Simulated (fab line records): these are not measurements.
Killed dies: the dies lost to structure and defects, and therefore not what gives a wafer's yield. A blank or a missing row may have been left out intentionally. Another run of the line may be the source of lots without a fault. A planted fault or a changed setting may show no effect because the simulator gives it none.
Comparing a struck lot with a sound one ; flow n5Finfet ; 19 steps out of a route of 1938
Sound: these wafers, L734.2, L734.4, L734.6. Wafers struck: L746.1, L746.2, L746.6. The cause is named last.
At each step with rows: each side's tool, then ch and its chambers, then its first start. Under that, the readings that differ: sound wafers ; struck wafers ; difference of the means ; sigmas: that difference in standard deviations of wafers without a fault.
alike: words and numbers the same on both sides, and readings whose means are apart by under 2 such deviations; not compared: readings that were withheld, readings missing a value for some wafer, numbers with overlapping values and no deviation given by the record, and bounds like >300 which may hide the same value.
Wherever a step has rows on one side only, a row that says differs or no value, or a row with sigmas, the two part there. Numbers that have no deviation but don't overlap get no sigmas and don't part them. A reading that every wafer of one side lacks parts them only if that side has two wafers or more.

first, 7 steps without rows for these wafers: N5_BEOL_M8_COAT_60 (time 60 s, resist thk 35 nm); N5_BEOL_M8_COAT_05 (resist thk 90 nm); N5_BEOL_M8_EBR_07; N5_BEOL_M8_SOFTBAKE_06 (time 60 s); N5_BEOL_M8_EXPOSE_08 (exposes mask M8); N5_BEOL_M8_PEB_09 (peb time 60 s); N5_BEOL_M8_DEVELOP_10 (develop time 30 s).
N5_BEOL_M8_CD_MEAS_11 targets a cd of 38.5 nm.
  sound on cdSem-01 ch 0, day 10 18:48; struck on cdSem-01 ch 0, day 13 21:05
  alike: cdNm
N5_BEOL_M8_OVL_MEAS_12:
  sound on overlay-02 ch 0, day 10 18:49; struck on overlay-02 ch 0, day 13 21:07
  alike: M8_OVL
N5_BEOL_M8_INSPECT_13: inspects for defects (brightfield).
  sound: defectInspect-01 at day 10 18:51; struck: defectInspect-01 at day 13 21:08
  alike: rawDefectCount
N5_BEOL_M8_DESCUM_16: chemistry O2, time 7.9 s.
  sound on rieDiel-06 ch 1,2,3, day 10 19:06; struck on rieDiel-04 ch 0,2,3, day 13 21:11
  alike: drypumpMotorCurrentA, oesProductAu, rfFwdPowerW, rfVppV, showerheadPlenumPTorr, tempC, throttleValvePct
  not compared: rfHoursCounterH
N5_BEOL_M8_ETCH_61: etches SiARC in CF4, target depth 45.5 nm, time 75.8 s.
  sound on rieDiel-06 ch 1,2,3, day 10 19:08; struck on rieDiel-04 ch 0,2,3, day 13 21:13
reading;sound;struck;difference;sigmas
cf4FlowSccm (sccm);99.8 99.9 99.0;100.5 100.0 100.3;+0.7;+2
  alike: biasW, drypumpMotorCurrentA, etchRfOnTimeS, oesProductAu, rfFwdPowerW, rfVppV, showerheadPlenumPTorr, throttleValvePct
  not compared: rfHoursCounterH
N5_BEOL_M8_ETCH_62: etches SOC in N2/H2, target depth 110 nm, overetch 22 nm, time 165 s.
  sound on rieDiel-06 ch 1,2,3, day 10 19:11; struck on rieDiel-04 ch 0,2,3, day 13 21:16
  no value came back on the struck wafers for any of 9 readings (biasW (W), chamberPressureMTorr (mTorr) and others); on the sound wafers biasW (W) reads 150.5 150.3 150.1
reading;sound;struck;difference;sigmas
model.CAR-ArF_of_BEOL_M8_COAT_05.thkNm (nm);0 0 0;50.8 51 51;+50.9;
model.SiARC_of_BEOL_M8_COAT_60.thkNm (nm);28.4 28.4 28.2;35 35 35.2;+7;
  not compared: rfHoursCounterH
then, 1 step without rows for these wafers: N5_BEOL_M8_STRIP_68 (strips in N2/H2).
N5_BEOL_M8_STRIP_67: strips in CF4.
  sound on rieDiel-06 ch 1,2,3, day 10 19:20; struck on rieDiel-04 ch 0,2,3, day 13 21:25
  alike: drypumpMotorCurrentA, oesProductAu, rfVppV, showerheadPlenumPTorr, throttleValvePct
  not compared: rfHoursCounterH
N5_BEOL_M8_HM_OPEN_17: chemistry Cl2/BCl3, target TiN, target depth 20 nm, overetch 6 nm.
  sound on rieMetal-03 ch 0,1, day 10 19:22; struck on rieMetal-02 ch 0,1, day 13 21:28
reading;sound;struck;difference;sigmas
oesProductAu (a.u.);0.75 0.71 0.75;0.29 0.29 0.30;-0.44;-10
throttleValvePct (%);22.05 21.97 22.04;22.71 23.05 23.07;+0.92;+7
  alike: drypumpMotorCurrentA, rfFwdPowerW
  not compared: rfHoursCounterH
N5_BEOL_M8_STRIP_19: strips in O2.
  sound on rieDiel-06 ch 0,1,3, day 10 19:29; struck on rieDiel-04 ch 0,1,2, day 13 21:46
  alike: drypumpMotorCurrentA, oesProductAu, rfVppV, showerheadPlenumPTorr, tempC, throttleValvePct
  not compared: rfHoursCounterH
N5_BEOL_M8_CD_MEAS_18: pitch 80 nm, target cd 40 nm.
  sound: cdSem-03 at day 10 19:34; struck: cdSem-01 at day 13 21:50
reading;sound;struck;difference;sigmas
cdNm (nm);40.4 40.0 40.0;- - -;no value on the struck wafers;
then, 1 step without rows for these wafers: N5_BEOL_M8_COAT_63 (time 60 s, resist thk 60 nm).

WHERE THEY PART
Last at N5_BEOL_M8_CD_MEAS_18 as far as this record goes, first at N5_BEOL_M8_ETCH_61.

WHY: what the simulator had put in
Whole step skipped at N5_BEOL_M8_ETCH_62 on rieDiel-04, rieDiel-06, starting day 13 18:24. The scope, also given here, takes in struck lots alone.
